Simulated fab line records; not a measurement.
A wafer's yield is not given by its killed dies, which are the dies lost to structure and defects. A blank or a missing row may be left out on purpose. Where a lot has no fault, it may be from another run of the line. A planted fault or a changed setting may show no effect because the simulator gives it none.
8D (eight disciplines) problem report, filled in by code	flow nandHarc	the parts of the form that need people (team, actions taken, sign-off) are left out

== 1. THE PROBLEM ==
Mean of killedAtArray at NHARC_END_SORT_01: 673 across 2 wafers in 2 lots; on wafers with no fault it is 55 (standard deviation 12). That puts it +52 standard deviations away from the usual mean.
Seen first at day 30 09:41 on prober-01, wafer L641.1. At this step, 2 wafers from 2 lots have a number in the record. The rule behind "out" and "out of limits": a value lying over 4 standard deviations away from the usual mean. The rest of the wafers with a number are treated as sound.

== 2. WHAT IT IS, AND WHAT IT ISN'T ==
question	is	is not
which readings at this step	killedAtArray, killedDies	killedAtOther, killedAtPeriphery, killedOpen, killedShort
which lots	L640, L641	-
which wafers of those lots	all that have a number	-
read on which gauges	prober-01, prober-02	-
when	from day 30 09:41	up to then (0 sound wafers)

== 3. WHAT RULES OUT EACH SUSPECT ==
Counting: any tool at a process step up to the reading is kept as a suspect provided that every lot that is out went through it and no sound lot did after the first of them.
- the gauge at NHARC_END_SORT_01: ruled out. 2 gauges (prober-01, prober-02) read the wafers that are out.
- aldMetal-01 at NHARC_A_WL_FILL_ALD_02 (deposits TiN, target thk 2 nm, pulse time 3 s, ald cycles 100): kept. It ran every lot that is out, first L641 (day 26 09:40), and no sound lot after that.
- rieDiel-05 at NHARC_A_WL_FILL_ETCHBACK_16 (etches the open film in C4F8/O2/Ar, target depth 120 nm, time 24 s): kept. It ran every lot that is out, first L641 (day 26 22:55), and no sound lot after that. On those wafers its own readings are out: runLengthS.
Left after counting: aldMetal-01 at NHARC_A_WL_FILL_ALD_02, rieDiel-05 at NHARC_A_WL_FILL_ETCHBACK_16.

== 4. THE CAUSE (what the simulator had put in) ==
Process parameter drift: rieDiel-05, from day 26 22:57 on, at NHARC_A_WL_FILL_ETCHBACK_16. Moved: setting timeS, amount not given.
After counting, 2 suspects remain, this tool included.

== 5. THE EFFECT CHAIN, in route order ==
One row per reading whose mean, taken over the struck wafers that have a number, lies over 3 standard deviations from the usual. Scope: only readings with a usual standard deviation given in the record; hours: median across lots of the time from each lot's start at the first step in this table that gives one to its start at this step; sigmas: change in usual standard deviations.
hours	step	reading	usual	on struck wafers	change	sigmas
0	NHARC_A_WL_FILL_ETCHBACK_16	runLengthS	45.4 s	29.6	-15.8	-42
88	NHARC_END_SORT_01	killedAtArray	55	673	+618	+52
88	NHARC_END_SORT_01	killedDies	60	677	+617	+51
Its process steps:
- NHARC_A_WL_FILL_ETCHBACK_16: etches the open film in C4F8/O2/Ar, target depth 120 nm, time 24 s.

== 6. HOW IT WOULD HAVE BEEN CAUGHT EARLIER ==
The first out-of-limits reading at a measuring or inspecting step in this record came at day 30 09:41, 83 hours after the fault's start at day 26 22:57.
The tool's own readings at NHARC_A_WL_FILL_ETCHBACK_16 were out on every struck wafer that the step has a row for (runLengthS): an alarm limit on them would have fired on the first of those.
By day 30 09:41 the whole set of lots that are out, 2 in number, had already begun NHARC_A_WL_FILL_ETCHBACK_16 on rieDiel-05. Had the tool been put on hold then, not one of them would have been saved.
